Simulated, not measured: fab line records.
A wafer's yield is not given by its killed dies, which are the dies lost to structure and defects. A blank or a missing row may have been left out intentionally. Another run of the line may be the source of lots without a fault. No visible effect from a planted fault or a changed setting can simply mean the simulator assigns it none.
fab line records    flow n5_finfet
[record] lots = 9  wafers = 27  last_day = 18
route steps=1938 shown PMOS_HMC_CHANNEL_EPI@58 BEOL_M4@1111 PASSIVATION@1936
lots with no fault: from the same line, run without faults
start_h: start of the lot's first displayed wafer, in hours after the record's first day    wait_h: how many hours have passed since the lot's step before this one    " repeats the value in the row above    L1.1+2: a single row standing in for several wafers    - no value present, or no start provided    * or withheld: withheld    < > ~ a bound
route shown NAME@n: NAME is a module with steps in the file, n the number in the route of the first one    usual: mean/standard deviation of fault-free wafers    same: alike in all rows    chamber/n: place in a boat    sites: per-site readings    _std_site: how widely they spread, as a standard deviation    _edge_site: outer sites' mean less inner sites'    radius_mm: for every site, how far away it sits from the centre of the wafer    mask NAME#n: copy n    behind: the most recent tool/chamber to have shaped the wafer    hold: cause of the lot's hold/its duration in hours/its outcome    device: which transistor (n, p or np) failed to switch    end of line: at the end of the route, the tests of the same wafers    a step with no rows: only its recipe    killed: not the wafer's yield, but the dies lost to structure and defects at the first sort    map: the dies of a wafer, with x for killed, . for not killed, _ for no die there
set.NAME: the setting the step ran with; set.NAME@STEP: the setting that earlier step ran with    model.NAME: the simulator's own value behind a step, which no gauge read
the route's steps for a sample of lots (tables are steps, rows are wafers)
services: the hour from which a tool's chamber was out of use, counted from the record's first day as start_h (under 0 if before that day), plus the number of hours and why
[[steps]]
[step N5_PMOS_HMC_CHANNEL_EPI_COAT_31]
[recipe] resist = BARC  temp_c = 205  time_s = 60  spin_rpm = 1500  resist_thk_nm = 66
[usual] resist_line_temp_C = 23.02/0.11  spin_speed_rpm = 1500.1/0.92
lot.wafer  tool            chamber  start_h  wait_h  resist_line_temp_C  spin_speed_rpm
L290.1     litho_track-02  0        16.97    0.0     23.17               1500.6
L290.3     "               0        "        "       23.00               1498.5
L290.6     "               0        "        "       23.09               1502.1
L292.2     litho_track-01  0        29.27    0.0     23.12               1500.7
L292.3     "               0        "        "       23.06               1499.6
L292.6     "               0        "        "       23.06               1501.0
L297.1     litho_track-02  0        59.37    0.0     22.99               1499.2
L297.3     "               0        "        "       23.00               1500.1
L297.6     "               0        "        "       23.15               1500.6
L300.1     litho_track-03  0        77.07    0.0     22.99               1497.7
L300.2     "               0        "        "       22.87               1500.4
L300.5     "               0        "        "       22.78               1499.7
L301.2     litho_track-02  0        83.41    0.0     23.05               1500.4
L301.5     "               0        "        "       23.07               1499.5
L301.6     "               0        "        "       23.32               1500.1
L302.1     litho_track-03  0        89.38    0.0     22.92               1500.3
L302.2     "               0        "        "       23.01               1499.7
L302.5     "               0        "        "       23.02               1500.3
L307.4     litho_track-02  0        119.40   0.0     23.16               1534.0
L307.5     "               0        "        "       23.14               1534.5
L307.6     "               0        "        "       23.02               1535.6
L310.1     litho_track-02  0        137.56   0.0     22.94               1533.2
L310.3     "               0        "        "       22.86               1532.6
L310.6     "               0        "        "       22.85               1533.6
L313.1     litho_track-01  0        154.62   0.0     23.06               1499.5
L313.4     "               0        "        "       23.05               1499.6
L313.6     "               0        "        "       22.99               1499.8
[step N5_PMOS_HMC_CHANNEL_EPI_CD_MEAS_09]
[recipe] target_cd_nm = 237.4  landing_energy_ev = 500  detector = se_inlens
[usual] cd_nm = 236.8/0.82
lot.wafer  tool       chamber  start_h  wait_h  cd_nm
L290.1     cd_sem-03  0        17.32    -       235.2
L290.3     "          0        "        "       236.4
L290.6     "          0        "        "       236.5
L292.2     cd_sem-01  0        29.62    -       237.9
L292.3     "          0        "        "       236.2
L292.6     "          0        "        "       236.8
L297.1     cd_sem-02  0        59.72    -       236.1
L297.3     "          0        "        "       235.5
L297.6     "          0        "        "       236.1
L300.1     cd_sem-02  0        77.29    -       236.0
L300.2     "          0        "        "       236.6
L300.5     "          0        "        "       236.9
L301.2     cd_sem-02  0        83.76    -       237.3
L301.5     "          0        "        "       237.1
L301.6     "          0        "        "       236.0
L302.1     cd_sem-02  0        89.73    -       238.0
L302.2     "          0        "        "       236.5
L302.5     "          0        "        "       236.5
L307.4     cd_sem-01  0        119.75   -       236.8
L307.5     "          0        "        "       236.0
L307.6     "          0        "        "       237.5
L310.1     cd_sem-02  0        137.81   -       236.4
L310.3     "          0        "        "       236.2
L310.6     "          0        "        "       235.9
L313.1     cd_sem-03  0        154.84   -       238.0
L313.4     "          0        "        "       236.8
L313.6     "          0        "        "       237.6
[step N5_PMOS_HMC_CHANNEL_EPI_HM_OPEN_15]
[recipe] chemistry = CHF3/O2  target = SiO2  mask_material = CAR-ArF-block  target_depth_a = 406  CHF3_flow_sccm = 50  O2_flow_sccm = 5  Ar_flow_sccm = 200  time_s = 20.3  pressure_mtorr = 30  source_w = 650  bias_w = 170  ion_energy_ev = 200
[usual] O2_flow_sccm = 5.001/0.014  drypump_motor_current_A = 5.8/0.49  mfc_ar_sccm = 200.1/0.6  oes_ar_750_au = 0.79/0.08  oes_f_703_au = 0.79/0.08  oes_product_au = 0.79/0.081  rf_vpp_V = 524/11  showerhead_plenum_p_Torr = 2.44/0.074  throttle_valve_pct = 18.88/0.3
lot.wafer  tool         chamber  start_h  wait_h  O2_flow_sccm  drypump_motor_current_A  mfc_ar_sccm  oes_ar_750_au  oes_f_703_au  oes_product_au  rf_hours_counter_h  rf_vpp_V  showerhead_plenum_p_Torr  throttle_valve_pct
L290.1     rie_diel-04  3        17.49    0.0     5.000         5.7                      200.1        0.74           0.76          0.73            201                 521       2.47                      18.55
L290.3     "            1        "        "       4.997         6.3                      200.6        0.77           0.75          0.77            141                 538       2.51                      18.53
L290.6     "            1        "        "       5.007         6.3                      200.7        0.76           0.76          0.77            -                   539       2.51                      18.52
L292.2     rie_diel-04  3        29.78    0.0     5.008         5.7                      200.3        0.74           0.76          0.73            204                 521       2.47                      18.55
L292.3     "            0        "        "       4.997         5.6                      200.0        0.76           0.75          0.76            136                 528       2.43                      19.23
L292.6     "            0        "        "       4.988         5.6                      200.2        0.76           0.75          0.76            -                   530       2.43                      19.25
L297.1     rie_diel-04  3        59.89    0.0     4.996         5.8                      199.3        0.74           0.76          0.72            213                 521       2.46                      18.57
L297.3     "            2        "        "       5.004         5.7                      201.3        0.76           0.75          0.77            114                 539       2.53                      19.19
L297.6     "            2        "        "       5.003         5.7                      200.7        0.76           0.76          0.78            -                   539       2.53                      19.20
L300.1     rie_diel-02  1        77.46    0.0     5.014         5.4                      200.3        0.89           0.90          0.90            27                  521       2.45                      18.49
L300.2     "            0        "        "       5.024         5.1                      200.9        0.73           0.71          0.73            165                 530       2.41                      19.27
L300.5     "            2        "        "       4.989         6.6                      200.0        0.69           0.68          0.70            -                   537       2.47                      18.71
L301.2     rie_diel-04  0        83.92    0.0     5.014         5.6                      200.0        0.74           0.74          0.74            153                 528       2.42                      19.26
L301.5     "            1        "        "       4.980         6.3                      200.0        0.75           0.74          0.76            -                   539       2.50                      18.57
L301.6     "            0        "        "       5.006         5.6                      201.3        0.75           0.74          0.75            -                   529       2.42                      19.26
L302.1     rie_diel-03  2        89.90    0.0     5.023         5.0                      200.5        0.83           0.82          0.82            77                  517       2.44                      19.00
L302.2     "            0        "        "       4.982         5.9                      200.1        0.77           0.76          0.78            136                 521       2.42                      18.89
L302.5     "            2        "        "       4.999         5.0                      200.7        0.83           0.82          0.81            -                   518       2.44                      18.98
L307.4     rie_diel-03  1        119.91   0.0     5.010         6.0                      199.2        0.77           0.77          0.76            150                 504       2.31                      19.01
L307.5     "            1        "        "       4.983         6.0                      200.9        0.77           0.76          0.75            -                   503       2.31                      19.03
L307.6     "            2        "        "       5.020         5.0                      199.8        0.81           0.81          0.81            -                   516       2.43                      19.01
L310.1     rie_diel-02  2        137.98   0.0     5.004         6.7                      200.8        0.92           0.91          0.94            8                   538       2.47                      18.35
L310.3     "            1        "        "       4.986         5.4                      199.8        0.86           0.86          0.86            48                  521       2.44                      18.52
L310.6     "            3        "        "       5.001         6.5                      200.1        0.94           0.94          0.94            -                   532       2.56                      18.78
L313.1     rie_diel-03  2        155.01   0.0     5.009         5.0                      198.8        0.81           0.81          0.80            95                  516       2.43                      19.02
L313.4     "            1        "        "       4.999         6.0                      201.0        0.77           0.76          0.74            160                 503       2.31                      19.04
L313.6     "            3        "        "       4.994         5.6                      200.5        0.91           0.93          0.90            -                   508       2.56                      18.60
[step N5_PMOS_HMC_CHANNEL_EPI_ETCH_38]
[recipe] chemistry = CF4  target = SiO2  target_depth_a = 15  ion_energy_ev = 350  pressure_mtorr = 10  icp_w = 800  bias_w = 400  cf4_flow_sccm = 80
[usual] drypump_motor_current_A = 5.9/0.45  oes_product_au = 0.991/0.019  throttle_valve_pct = 21.86/0.25
lot.wafer  tool       chamber  start_h  wait_h  drypump_motor_current_A  oes_product_au  rf_hours_counter_h  throttle_valve_pct
L290.1     rie_si-02  3        17.85    0.0     6.4                      0.989           108                 21.87
L290.3     "          1        "        "       6.2                      0.955           146                 21.62
L290.6     "          3        "        "       6.5                      0.998           -                   21.88
L292.2     rie_si-03  1        30.14    0.0     5.0                      1.009           185                 22.25
L292.3     "          2        "        "       4.9                      1.018           15                  22.18
L292.6     "          0        "        "       6.2                      0.979           -                   22.01
L297.1     rie_si-05  2        60.26    0.0     6.2                      0.986           118                 22.04
L297.3     "          3        "        "       6.0                      0.988           70                  21.57
L297.6     "          0        "        "       5.9                      0.988           -                   21.87
L300.1     rie_si-05  2        77.82    0.0     6.2                      0.983           118                 22.04
L300.2     "          0        "        "       5.9                      0.998           38                  21.86
L300.5     "          3        "        "       6.0                      0.990           -                   21.59
L301.2     rie_si-03  1        84.28    0.0     5.1                      1.001           186                 22.26
L301.5     "          1        "        "       5.1                      1.009           -                   22.27
L301.6     "          2        "        "       4.9                      1.010           -                   22.18
L302.1     rie_si-02  3        90.25    0.0     6.5                      1.003           109                 21.88
L302.2     "          2        "        "       5.9                      0.996           6                   21.44
L302.5     "          0        "        "       6.4                      1.027           -                   21.93
L307.4     rie_si-05  3        120.27   0.0     6.0                      0.987           71                  21.58
L307.5     "          2        "        "       6.2                      0.980           -                   22.04
L307.6     "          3        "        "       6.0                      0.985           -                   21.59
L310.1     rie_si-03  3        138.34   0.0     5.7                      0.956           141                 21.86
L310.3     "          1        "        "       5.1                      1.004           187                 22.25
L310.6     "          1        "        "       5.1                      1.010           -                   22.25
L313.1     rie_si-05  0        155.37   0.0     5.9                      1.005           40                  21.88
L313.4     "          1        "        "       5.7                      0.980           128                 21.44
L313.6     "          3        "        "       6.0                      0.973           -                   21.58
[step N5_BEOL_M4_RC_MEAS_101]
[usual] DIBL_N = 35.9/1.4  DIBL_P = 35.9/1.7  IOFF_N = 0.160/0.026  IOFF_P = 0.21/0.036  ION_N = 672/11  ION_P = 461/8.1  SS_N = 71.4/0.54  SS_P = 73.2/0.67  VT_N = 249.3/2.7  VT_P = -250/3.9
lot.wafer  tool       chamber  start_h  wait_h  DIBL_N[mV/V]  DIBL_P[mV/V]  IOFF_N[nA/um]  IOFF_P[nA/um]  ION_N[uA/um]  ION_P[uA/um]  SS_N[mV/dec]  SS_P[mV/dec]  VT_N[mV]  VT_P[mV]
L290.1     prober-01  0        161.63   0.0     35.5          35.6          0.172          0.26           685           473           71.3          73.5          250.0     -243
L290.3     "          0        "        "       34.1          33.7          0.148          0.23           678           478           71.3          73.0          248.9     -246
L290.6     "          0        "        "       34.8          34.4          0.159          0.24           681           474           71.0          72.9          248.9     -244
L292.2     prober-01  0        192.44   0.2     34.8          34.6          0.127          0.20           660           460           71.4          71.7          253.8     -248
L292.3     "          0        "        "       36.4          37.3          0.172          0.26           683           474           71.5          73.3          250.2     -246
L292.6     "          0        "        "       32.5          32.9          0.114          0.19           669           470           70.7          72.3          250.5     -247
L297.1     prober-01  0        208.68   0.0     36.4          34.8          0.153          0.20           671           464           71.4          73.4          250.6     -250
L297.3     "          0        "        "       36.4          35.9          0.160          0.23           677           474           71.3          73.2          248.7     -247
L297.6     "          0        "        "       35.4          34.2          0.147          0.20           670           465           70.6          72.6          249.6     -246
L300.1     prober-02  0        230.17   0.0     35.7          35.9          0.157          0.21           667           456           71.3          73.0          250.1     -247
L300.2     "          0        "        "       34.4          34.8          0.137          0.20           666           463           70.3          73.0          248.8     -248
L300.5     "          0        "        "       33.6          33.0          0.122          0.17           648           452           71.2          71.8          253.3     -251
L301.2     prober-01  0        232.21   0.2     35.7          36.3          0.153          0.19           676           455           70.7          74.0          248.6     -255
L301.5     "          0        "        "       32.5          31.9          0.104          0.14           658           448           70.6          72.7          258.3     -257
L301.6     "          0        "        "       36.7          37.0          0.161          0.20           663           452           71.4          74.8          250.6     -255
L302.1     prober-02  0        250.04   0.0     38.3          39.4          0.204          0.25           676           464           72.0          73.9          243.8     -250
L302.2     "          0        "        "       35.8          36.3          0.158          0.20           686           466           71.6          72.9          248.7     -250
L302.5     "          0        "        "       36.1          36.8          0.169          0.21           687           463           71.7          72.5          245.5     -251
L307.4     prober-02  0        261.40   0.5     37.7          38.0          0.194          0.29           690           478           71.5          73.4          245.4     -244
L307.5     "          0        "        "       38.6          38.5          0.223          0.30           675           467           71.7          74.1          243.9     -244
L307.6     "          0        "        "       36.4          36.7          0.178          0.26           681           474           71.2          72.9          244.9     -244
L310.1     prober-02  0        309.35   0.0     36.1          34.4          0.142          0.15           664           450           70.9          72.8          249.5     -258
L310.3     "          0        "        "       37.1          36.0          0.142          0.17           643           441           71.9          73.1          253.3     -254
L310.6     "          0        "        "       37.0          36.6          0.158          0.18           674           450           71.8          73.2          248.2     -255
L313.1     prober-02  0        316.26   0.0     36.1          36.2          0.149          0.18           665           456           71.0          72.9          252.6     -253
L313.4     "          0        "        "       35.0          35.4          0.136          0.17           678           459           70.9          73.7          253.1     -255
L313.6     "          0        "        "       38.2          39.4          0.190          0.24           675           462           71.5          74.2          249.5     -248
[step N5_PASSIVATION_PROBE_49]
[usual] defect_limited_yield = 90.9/1.5  killed_at_M0_to_M3 = 35/10  killed_at_M4_up = 14/5.2  killed_at_contacts = 13/7.3  killed_at_front_end = 42/12  killed_at_other = 3.4/2.5  killed_dies = 108/18  killed_open = 70/13  killed_short = 35/8  sort_bin_5_function = 5.4/1  sort_bin_6_memory = 3.4/0.71  sort_bin_8_speed = 0.00/0.0099  sort_n_pass = 1072/18  sort_yield_pct = 90.9/1.5
[same] gross_dies = 1180  killed_at_back_side = 0  sort_bin_4_leakage[%] = 0
lot.wafer  tool       chamber  start_h  wait_h  defect_limited_yield[%]  killed_at_M0_to_M3  killed_at_M4_up  killed_at_contacts  killed_at_front_end  killed_at_other  killed_dies  killed_open  killed_short  sort_bin_5_function[%]  sort_bin_6_memory[%]  sort_bin_8_speed[%]  sort_n_pass  sort_yield_pct[%]
L307.4     prober-02  -        367.17   0.2     91.4                     31                  10               18                  42                   0                101          63           36            4.8                     3.6                   0                    1079         91.4
L307.5     prober-02  -        367.22   0.2     90.7                     55                  16               5                   34                   0                110          62           45            6.2                     2.7                   0                    1070         90.7
L307.6     prober-02  -        367.27   0.3     91.5                     32                  17               8                   39                   4                100          73           26            5.2                     3.1                   0                    1080         91.5
// killed by level:class
L307.4 FIN_SAQP:geometric_particle:open=15 MOL_CONTACT_COAG:geometric_particle:open=13 BEOL_M0_SAQP:geometric_particle:short=8 BEOL_M0_SAQP:geometric_particle:open=8 FIN_SAQP:geometric_particle:short=5 DUMMY_GATE:geometric_particle:open=5 MOL_CONTACT_COAG:geometric_particle:short=5 BEOL_M2:geometric_particle:short=5
L307.5 BEOL_M0_SAQP:geometric_particle:open=15 BEOL_M0_SAQP:geometric_particle:short=11 FIN_SAQP:geometric_particle:short=8 BEOL_M2:geometric_particle:open=8 BEOL_M0:geometric_particle:open=7 DUMMY_GATE:geometric_particle:open=6 DUMMY_GATE:geometric_particle:short=5 BEOL_M2:geometric_particle:short=5
L307.6 FIN_SAQP:geometric_particle:open=15 BEOL_M2:geometric_particle:open=9 BEOL_M4:geometric_particle:open=7 MOL_CONTACT_COAG:geometric_particle:open=6 BEOL_M0:geometric_particle:open=6 STARTING-WAFER:geometric_particle:open=6 FIN_SAQP:geometric_particle:short=5 BEOL_M0_SAQP:geometric_particle:short=5
[[services]]
tool            chamber  start_h  hours  kind
rie_si-05       0        -5.28    4.1    repair
rie_si-03       -        6.70     0.5    repair
rie_si-03       -        7.74     15.6   pm
rie_diel-02     1        20.97    6.6    repair
rie_diel-02     3        25.41    6.7    repair
rie_si-02       1        36.88    11.0   repair
rie_si-02       0        44.52    2.0    repair
rie_diel-03     3        46.62    -      clean
rie_diel-03     3        46.62    -      consumable_replace:focus_ring
rie_diel-03     3        46.62    -      consumable_replace:showerhead
rie_diel-03     3        46.62    15.6   scheduled_down
rie_diel-03     3        46.62    15.6   vent_cycle
rie_diel-02     3        58.62    -      clean
rie_diel-02     3        58.62    -      consumable_replace:focus_ring
rie_diel-02     3        58.62    -      consumable_replace:showerhead
litho_track-03  -        79.91    -      consumable_replace:filter
rie_diel-02     2        87.28    -      clean
rie_diel-02     2        87.28    -      consumable_replace:focus_ring
rie_diel-02     2        87.28    19.8   scheduled_down
rie_diel-02     2        87.28    19.8   vent_cycle
rie_si-02       0        99.99    3.4    repair
rie_si-02       3        103.74   15.8   repair
rie_si-02       2        143.07   15.9   repair
[[key]]
[first_sign] step = N5_PMOS_HMC_CHANNEL_EPI_COAT_31  reading = spin_speed_rpm  direction = up  sigmas = 37  usual = *  struck = *
effect none on later readings
met_at N5_PMOS_HMC_CHANNEL_EPI_COAT_31
struck_lots L307,L310
not_acting_at N5_PMOS_HMC_CHANNEL_EPI_CD_MEAS_09,N5_PMOS_HMC_CHANNEL_EPI_HM_OPEN_15,N5_PMOS_HMC_CHANNEL_EPI_ETCH_38
onset_between 83.41 119.40
[fault] kind = process_parameter_drift  tool = litho_track-02  chamber = -  onset_h = 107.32  steps = N5_PMOS_HMC_CHANNEL_EPI_COAT_31  channel = spin_rpm  offset = *  shape = step  end_h = 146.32  acts_in = *  stated = *
